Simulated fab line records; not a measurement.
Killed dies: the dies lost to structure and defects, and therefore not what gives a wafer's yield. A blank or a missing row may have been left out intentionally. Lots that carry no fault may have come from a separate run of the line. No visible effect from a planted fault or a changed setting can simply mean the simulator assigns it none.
fab line records | flow nand-harc | part 2 of 2: steps 26 to 37 of 37
record lots=5 | wafers=15 | last-day=30
route steps=1302 shown A_CONTACT@1100 A_BLC@1107 A_M0@1137
lots that met no fault: from a run of the same line without faults
start-h: hours from the record's first day to the start of the lot's first wafer shown | wait-h: hours elapsed since this lot's preceding step | " repeats the value in the row above | L1.1+2: one row covering several wafers at once | - either no value or no given start | * or withheld: withheld | < > ~ a bound
route shown NAME@n: a module of which the file shows steps, and the number in the route of the first | usual: average and standard deviation across the fault-free wafers | same: alike in all rows | chamber/n: place in a boat | sites: readings site by site | _std_site: how widely they spread, as a standard deviation | _edge_site: inner sites' mean taken away from outer sites' mean | radius-mm: how far each site lies from the wafer's centre | mask NAME#n: copy n | behind: the most recent tool/chamber to have shaped the wafer | hold: why the lot was held/for how many hours/how that ended | device: the transistor (n, p or np) that didn't switch | end of line: the same wafers' tests at the end of the route | where a step has no rows: the recipe by itself | killed: the dies lost at the first sort to structure and to defects; this is not the yield of the wafer | map: the dies of a wafer, with x for killed, . for not killed, _ for no die there
set.NAME: the run value of the setting; set.NAME@STEP: its run value at that earlier step | model.NAME: the simulator's own value behind a step, which no gauge read
lots seen at some steps along the route; tables by step, rows by wafer
services: from which hour (start-h, from the record's first day; less than 0 if before it) a tool's chamber was out of use, for how many hours, and why
## steps
# step NHARC_A_BLC_STRIP_21
# recipe o2-flow-sccm=500 | ar-flow-sccm=0 | bias-w=0 | chemistry=O2
# usual drypump-motor-current-A=5.7/0.55 | oes-product-au=1.001/0.0084 | rf-vpp-V=57.7/0.88 | showerhead-plenum-p-Torr=3.47/0.099 | throttle-valve-pct=17.037/0.0097
# same bias-w=0
lot.wafer | tool        | chamber | start-h | wait-h | drypump-motor-current-A | oes-product-au | rf-hours-counter-h | rf-vpp-V | showerhead-plenum-p-Torr | throttle-valve-pct
L080.3    | rie-diel-12 | 3       | 579.19  | 0.1    | 6.0                     | 1.003          | 10                 | 58.0     | 3.41                     | 17.039
L080.2    | "           | 2       | "       | "      | 5.7                     | 1.003          | 10                 | 57.9     | 3.44                     | 17.050
L080.5    | "           | 3       | "       | "      | 6.1                     | 1.007          | -                  | 57.9     | 3.41                     | 17.004
L084.1    | rie-diel-13 | 1       | 629.72  | 0.1    | 5.2                     | 1.006          | 7                  | 58.6     | 3.54                     | 17.053
L084.4    | "           | 2       | "       | "      | 5.7                     | 1.009          | 6                  | 57.5     | 3.43                     | 17.032
L084.6    | "           | 3       | "       | "      | 5.0                     | 1.008          | -                  | 55.9     | 3.34                     | 17.026
L085.3    | rie-diel-13 | 2       | 631.35  | 0.1    | 5.7                     | 1.003          | 6                  | 57.5     | 3.43                     | 17.020
L085.1    | "           | 3       | "       | "      | 4.9                     | 1.016          | 6                  | 57.4     | 3.34                     | 17.023
L085.6    | "           | 2       | "       | "      | 5.7                     | 1.009          | -                  | 58.4     | 3.43                     | 17.038
L088.2    | rie-diel-12 | 2       | 671.39  | 0.1    | 5.7                     | 0.990          | 3                  | 56.7     | 3.43                     | 17.033
L088.5    | "           | 3       | "       | "      | 6.1                     | 0.994          | -                  | 58.4     | 3.41                     | 17.042
L088.6    | "           | 0       | "       | "      | 6.5                     | 0.996          | -                  | 58.6     | 3.64                     | 17.031
L091.4    | rie-diel-12 | 1       | 677.77  | 0.1    | 5.1                     | 1.008          | 4                  | 58.3     | 3.48                     | 17.020
L091.3    | "           | 2       | "       | "      | 5.8                     | 0.990          | 4                  | 55.4     | 3.43                     | 17.026
L091.6    | "           | 0       | "       | "      | 6.5                     | 0.986          | -                  | 57.8     | 3.64                     | 17.040
# step NHARC_A_BLC_STRIP_22
# recipe time-s=600 | temp-c=30 | chemistry=post-etch-residue-remover
# usual temp-c=29.98/0.11
lot.wafer | tool         | chamber | start-h | wait-h | temp-c
L080.3    | wet-bench-05 | 7       | 579.34  | -      | 30.04
L080.2    | "            | 2       | "       | "      | 29.89
L080.5    | "            | 3       | "       | "      | 29.96
L084.1    | wet-bench-04 | 4       | 629.85  | -      | 30.12
L084.4    | "            | 5       | "       | "      | 29.97
L084.6    | "            | 1       | "       | "      | 30.02
L085.6    | wet-bench-05 | 2       | 631.51  | -      | 30.08
L085.3    | "            | 3       | "       | "      | 30.11
L085.1    | "            | 6       | "       | "      | 29.96
L088.6    | wet-bench-01 | 7       | 671.54  | -      | 30.14
L088.2    | "            | 0       | "       | "      | 30.07
L088.5    | "            | 2       | "       | "      | 30.07
L091.6    | wet-bench-01 | 6       | 677.93  | -      | 29.89
L091.3    | "            | 0       | "       | "      | 29.96
L091.4    | "            | 2       | "       | "      | 30.12
# step NHARC_A_BLC_DEGAS_30
# recipe temp-c=300 | time-s=60
# usual heater-power-w=446/47
lot.wafer | tool           | chamber | start-h | wait-h | heater-power-w
L080.3    | pvd-sputter-02 | -       | 579.63  | -      | 520
L080.2    | "              | -       | "       | "      | 376
L080.5    | "              | -       | "       | "      | 429
L084.4    | pvd-sputter-03 | -       | 630.12  | -      | 453
L084.1    | "              | -       | "       | "      | 431
L084.6    | "              | -       | "       | "      | 444
L085.1    | pvd-sputter-01 | -       | 631.78  | -      | 449
L085.3    | "              | -       | "       | "      | 439
L085.6    | "              | -       | "       | "      | 435
L088.2    | pvd-sputter-03 | -       | 671.85  | -      | 451
L088.5    | "              | -       | "       | "      | 432
L088.6    | "              | -       | "       | "      | 510
L091.4    | pvd-sputter-03 | -       | 678.23  | -      | 504
L091.3    | "              | -       | "       | "      | 377
L091.6    | "              | -       | "       | "      | 431
# step NHARC_A_BLC_PRE_CLEAN_31
# recipe time-s=15 | bias-v=250 | gas=Ar
# usual bias-v=250.2/2.5
lot.wafer | tool           | chamber | start-h | wait-h | bias-v
L080.3    | pvd-sputter-02 | -       | -       | -      | 251.4
L080.2    | "              | -       | "       | "      | 248.3
L080.5    | "              | -       | "       | "      | 247.8
L084.4    | pvd-sputter-03 | -       | -       | -      | 254.0
L084.1    | "              | -       | "       | "      | 250.3
L084.6    | "              | -       | "       | "      | 250.4
L085.3    | pvd-sputter-01 | -       | -       | -      | 250.5
L085.1    | "              | -       | "       | "      | 249.9
L085.6    | "              | -       | "       | "      | 251.9
L088.2    | pvd-sputter-03 | -       | -       | -      | 248.5
L088.5    | "              | -       | "       | "      | 255.8
L088.6    | "              | -       | "       | "      | 249.7
L091.4    | pvd-sputter-03 | -       | -       | -      | 248.3
L091.3    | "              | -       | "       | "      | 250.6
L091.6    | "              | -       | "       | "      | 249.4
# step NHARC_A_BLC_PVD_32
# recipe target-thk-a=50 | chamber-pressure-pa=5 | power-w=5000 | substrate-temp-c=200 | time-s=17.7 | material=Ti
# usual throttle-valve-pct=29.9/1.2
lot.wafer | tool           | chamber | start-h | wait-h | throttle-valve-pct
L080.3    | pvd-sputter-02 | -       | -       | -      | 30.9
L080.2    | "              | -       | "       | "      | 31.3
L080.5    | "              | -       | "       | "      | 31.2
L084.4    | pvd-sputter-03 | -       | -       | -      | 28.8
L084.1    | "              | -       | "       | "      | 30.6
L084.6    | "              | -       | "       | "      | 28.8
L085.1    | pvd-sputter-01 | -       | -       | -      | 29.1
L085.3    | "              | -       | "       | "      | 28.3
L085.6    | "              | -       | "       | "      | 31.4
L088.2    | pvd-sputter-03 | -       | -       | -      | 28.4
L088.5    | "              | -       | "       | "      | 29.0
L088.6    | "              | -       | "       | "      | 28.4
L091.3    | pvd-sputter-03 | -       | -       | -      | 28.4
L091.4    | "              | -       | "       | "      | 28.9
L091.6    | "              | -       | "       | "      | 28.6
# step NHARC_A_BLC_ALD_23
# recipe target-thk-a=30 | pulse-time-s=1 | ald-cycles=150 | temp-c=450 | material=TiN
# usual heater-power-w=1101/100 | precursor-pulse-height-rel=1.000/0.019
lot.wafer | tool         | chamber | start-h | wait-h | heater-power-w | precursor-pulse-height-rel
L080.2    | ald-metal-02 | 2       | 579.85  | -      | 1058           | 0.989
L080.3    | "            | 1       | "       | "      | 1266           | 0.978
L080.5    | "            | 3       | "       | "      | 1021           | 0.993
L084.1    | ald-metal-01 | 1       | 630.43  | -      | 1070           | 0.997
L084.6    | "            | 2       | "       | "      | 1180           | 1.014
L084.4    | "            | 1       | "       | "      | 1093           | 0.992
L085.3    | ald-metal-03 | 0       | 632.05  | -      | 1057           | 1.018
L085.1    | "            | 1       | "       | "      | 1127           | 0.977
L085.6    | "            | 2       | "       | "      | 1337           | 1.013
L088.2    | ald-metal-02 | 1       | 672.14  | -      | 1208           | 1.003
L088.6    | "            | 2       | "       | "      | 1068           | 0.996
L088.5    | "            | 3       | "       | "      | 1034           | 0.988
L091.3    | ald-metal-01 | 2       | 678.47  | -      | 1203           | 0.978
L091.4    | "            | 2       | "       | "      | 1179           | 1.023
L091.6    | "            | 3       | "       | "      | 974            | 0.949
# step NHARC_A_BLC_CVD_24
# recipe target-thk-a=1500 | temp-c=300 | pressure-torr=40 | wf6-flow-sccm=40 | h2-flow-sccm=1600 | ar-flow-sccm=1560 | time-s=434 | material=W
# usual heater-power-w=464/39 | throttle-valve-pct=7.92/0.22
lot.wafer | tool     | chamber | start-h | wait-h | heater-power-w | throttle-valve-pct
L080.2    | cvd-w-02 | 0       | -       | -      | 511            | 8.36
L080.3    | "        | 1       | "       | "      | 461            | 8.09
L080.5    | "        | 0       | "       | "      | 502            | 8.21
L084.1    | cvd-w-02 | 0       | -       | -      | 512            | 8.16
L084.4    | "        | 0       | "       | "      | 511            | 8.06
L084.6    | "        | 1       | "       | "      | 460            | 8.13
L085.1    | cvd-w-01 | 0       | -       | -      | 482            | 7.60
L085.3    | "        | 1       | "       | "      | 402            | 7.88
L085.6    | "        | 1       | "       | "      | 402            | 7.95
L088.2    | cvd-w-02 | 0       | -       | -      | 527            | 8.13
L088.5    | "        | 0       | "       | "      | 517            | 8.29
L088.6    | "        | 1       | "       | "      | 452            | 7.56
L091.3    | cvd-w-01 | 0       | -       | -      | 492            | 7.88
L091.4    | "        | 1       | "       | "      | 403            | 7.87
L091.6    | "        | 0       | "       | "      | 481            | 7.75
# step NHARC_A_BLC_CMP_25
# recipe t-overpolish-s=30 | target-thk-nm=150
# usual motor-current-A=12.5/0.98 | overpolish-run-s=30.001/0.0085 | time-to-endpoint-s=30.2/2
lot.wafer | tool   | chamber | start-h | wait-h | motor-current-A | overpolish-run-s | time-to-endpoint-s
L080.2    | cmp-04 | 2       | 580.58  | 0.5    | 13.1            | 29.988           | 30.7
L080.3    | "      | 0       | "       | "      | 11.2            | 30.008           | 30.2
L080.5    | "      | 3       | "       | "      | 13.9            | 30.002           | 26.8
L084.1    | cmp-04 | 3       | 631.15  | 0.5    | 14.2            | 29.998           | 34.0
L084.4    | "      | 1       | "       | "      | 12.2            | 29.990           | 29.4
L084.6    | "      | 0       | "       | "      | 11.6            | 29.997           | 30.4
L085.3    | cmp-04 | 0       | 632.77  | 0.3    | 11.2            | 30.006           | 31.7
L085.1    | "      | 2       | "       | "      | 13.0            | 29.998           | 33.8
L085.6    | "      | 0       | "       | "      | 10.8            | 29.996           | 33.3
L088.2    | cmp-04 | 3       | 672.84  | 0.5    | 13.9            | 30.003           | 29.0
L088.5    | "      | 2       | "       | "      | 13.3            | 29.991           | 30.1
L088.6    | "      | 3       | "       | "      | 14.2            | 30.002           | 29.5
L091.3    | cmp-02 | 1       | 679.23  | 0.3    | 11.7            | 29.986           | 29.4
L091.4    | "      | 3       | "       | "      | 11.9            | 29.995           | 29.2
L091.6    | "      | 1       | "       | "      | 12.1            | 30.015           | 27.9
# step NHARC_A_BLC_SRD_27
lot.wafer  | tool         | chamber | start-h | wait-h
L080.5+2+3 | wet-bench-05 | 4,6,0   | 580.91  | 0.0
L084.6+4+1 | wet-bench-04 | 3,5,7   | 631.48  | 0.0
L085.1+3+6 | wet-bench-05 | 2,3,4   | 633.07  | 0.0
L088.2+6+5 | wet-bench-04 | 5,7,0   | 673.14  | 0.0
L091.4+3+6 | wet-bench-05 | 5,7,1   | 679.55  | 0.0
# step NHARC_A_BLC_INSPECT_28
# usual raw-defect-count=529/130
lot.wafer | tool              | chamber | start-h | wait-h | raw-defect-count
L080.2    | defect-inspect-02 | -       | 580.98  | 0.1    | 482
L080.3    | "                 | -       | "       | "      | 456
L080.5    | "                 | -       | "       | "      | 634
L084.1    | defect-inspect-01 | -       | 631.56  | 0.1    | 532
L084.4    | "                 | -       | "       | "      | 560
L084.6    | "                 | -       | "       | "      | 488
L085.1    | defect-inspect-02 | -       | 633.14  | 0.1    | 467
L085.3    | "                 | -       | "       | "      | 464
L085.6    | "                 | -       | "       | "      | 551
L088.2    | defect-inspect-01 | -       | 673.21  | 0.1    | 787
L088.5    | "                 | -       | "       | "      | 634
L088.6    | "                 | -       | "       | "      | 559
L091.3    | defect-inspect-01 | -       | 679.63  | 0.1    | 782
L091.4    | "                 | -       | "       | "      | 673
L091.6    | "                 | -       | "       | "      | 688
# step NHARC_A_M0_DEP_00
# recipe target-thk-a=1500 | target-thk-nm=150 | temp-c=withheld | pressure-torr=5 | flow-sccm=200 | rf-w=600 | material=SiOC
lot.wafer  | tool     | chamber | start-h | wait-h
L080.2+3+5 | pecvd-02 | 2,0,2   | 581.05  | 0.1
L084.1+6+4 | pecvd-01 | 0,2,1   | 631.67  | 0.1
L085.1+3+6 | pecvd-01 | 0,1,1   | 633.21  | 0.1
L088.2+5+6 | pecvd-02 | 1,2,0   | 673.28  | 0.1
L091.3+6+4 | pecvd-02 | 0,1,0   | 679.79  | 0.2
# step NHARC_A_M0_DEHYDRATE_01
# recipe temp-c=150 | time-s=120
lot.wafer  | tool           | chamber | start-h | wait-h
L080.2+3+5 | litho-track-04 | 0       | 581.46  | -
L084.1+4+6 | litho-track-04 | 0       | 632.05  | -
L085.1+3+6 | litho-track-01 | 0       | 633.62  | -
L088.2+5+6 | litho-track-06 | 0       | 673.68  | -
L091.3+4+6 | litho-track-06 | 0       | 680.10  | -
## services
tool            | chamber | start-h | hours | kind
pvd-sputter-02  | -       | 552.21  | 1.7   | repair
litho-track-04  | -       | 553.00  | 7.0   | pm
rie-diel-12     | 1       | 554.42  | 7.1   | repair
rie-diel-12     | 2       | 554.98  | 1.9   | repair
rie-diel-12     | -       | 561.29  | 0.2   | repair
wet-bench-04    | -       | 579.20  | 8.0   | pm
pvd-sputter-01  | -       | 582.05  | 10.0  | pm
cmp-04          | -       | 583.16  | 4.5   | repair
pecvd-02        | -       | 589.00  | 13.0  | pm
rie-diel-13     | -       | 595.37  | 2.4   | repair
wet-bench-02    | -       | 596.00  | 8.0   | pm
cmp-04          | -       | 601.07  | 4.0   | pm
arfi-scanner-02 | -       | 603.36  | 2.4   | repair
wet-bench-05    | -       | 612.80  | 8.0   | pm
ald-metal-01    | 3       | 622.18  | 41.3  | repair
rie-diel-12     | -       | 622.40  | 9.0   | pm
arfi-scanner-02 | -       | 631.02  | 3.3   | repair
cvd-w-02        | -       | 631.06  | 13.0  | pm
rie-diel-13     | -       | 645.25  | 1.0   | repair
rie-diel-13     | 2       | 646.59  | 5.3   | repair
cvd-w-02        | -       | 651.29  | 0.5   | repair
arfi-scanner-02 | -       | 656.00  | 4.0   | pm
ald-metal-01    | 1       | 664.35  | 25.6  | repair
litho-track-01  | -       | 680.00  | 7.0   | pm
